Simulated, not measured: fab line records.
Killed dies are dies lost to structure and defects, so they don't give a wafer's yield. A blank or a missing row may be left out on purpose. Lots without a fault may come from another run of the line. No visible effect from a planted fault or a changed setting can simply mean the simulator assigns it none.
Problem report in the 8D (eight disciplines) form, filled by code || flow n5-finfet || the parts of the form that need people (team, actions taken, sign-off) are left out

== 1. WHAT IS WRONG ==
Mean of spin-speed-rpm at N5_MOL_CONTACT_COAG_COAT_64: 1446.0 rpm across 6 wafers in 2 lots; on wafers with no fault it is 1500.0 rpm (standard deviation 1). Measured from the usual mean, that is -54 standard deviations.
The step: time 60 s, resist thk 10 nm.
First seen on wafer L951.1, day 7 23:00, on litho-track-01. At this step, 27 wafers from 9 lots have a number in the record. By rule, "out" or "out of limits" means more than 4 standard deviations away from the usual mean. The other wafers with a number count as sound.

== 2. WHAT IT IS; WHAT IT IS NOT ==
{"question": "which readings at this step", "is": "spin-speed-rpm", "is not": "exhaust-pa"}
{"question": "which lots", "is": "L951, L953", "is not": "L941, L942, L943, L954, L955, L960, L961"}
{"question": "which wafers of those lots", "is": "all that have a number", "is not": "-"}
{"question": "read on which tools", "is": "litho-track-01", "is not": "litho-track-03, litho-track-04"}
{"question": "when", "is": "from day 7 23:00", "is not": "up to then (9 sound wafers); but 12 sound wafers of L954, L955, L960, L961 came after"}

== 3. THE SUSPECTS, EACH WITH WHAT RULES IT OUT ==
Counting: a tool at any process step up to the reading remains a suspect when it ran all the lots that are out and ran no sound lot after the first of those.
- litho-track-01 at N5_MOL_CONTACT_COAG_COAT_64 (time 60 s, resist thk 10 nm): kept. Every lot that is out went through it, starting with L951 (day 7 23:00), and after that it ran no sound lot; the last sound lot it ran before then is L943 (day 6 00:31). Its own spin-speed-rpm readings are out on those wafers.
Remaining after the count: litho-track-01 at N5_MOL_CONTACT_COAG_COAT_64.

== 4. THE CAUSE (what the simulator had put in) ==
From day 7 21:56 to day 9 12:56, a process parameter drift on litho-track-01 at N5_MOL_CONTACT_COAG_COAT_64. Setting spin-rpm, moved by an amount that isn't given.
The count eliminated every tool but this one.

== 5. THE EFFECT CHAIN, in route order ==
Rows list readings where the struck wafers' mean (over those with a number) sits beyond 3 standard deviations from the usual. Scope: only readings with a usual standard deviation given in the record; hours: median across lots of the time from each lot's start at the first step in this table that gives one to its start at this step; sigmas: change in usual standard deviations.
{"hours": 0, "step": "N5_MOL_CONTACT_COAG_COAT_64", "reading": "spin-speed-rpm", "usual": "1500.0 rpm", "on struck wafers": 1446.0, "change": -54.0, "sigmas": -54}
It contains these process steps:
- N5_MOL_CONTACT_COAG_COAT_64: time 60 s, resist thk 10 nm.
Later measuring or inspecting steps at which every struck wafer that the step has a row for has a number for every such reading, and none has moved that far: N5_MOL_CONTACT_COAG_CD_MEAS_40, N5_BEOL_M4_RC_MEAS_101.

== 6. HOW IT WOULD HAVE BEEN CAUGHT EARLIER ==
In this record the first reading out of limits was taken at day 7 23:00, 1 hour after the fault began at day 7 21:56.
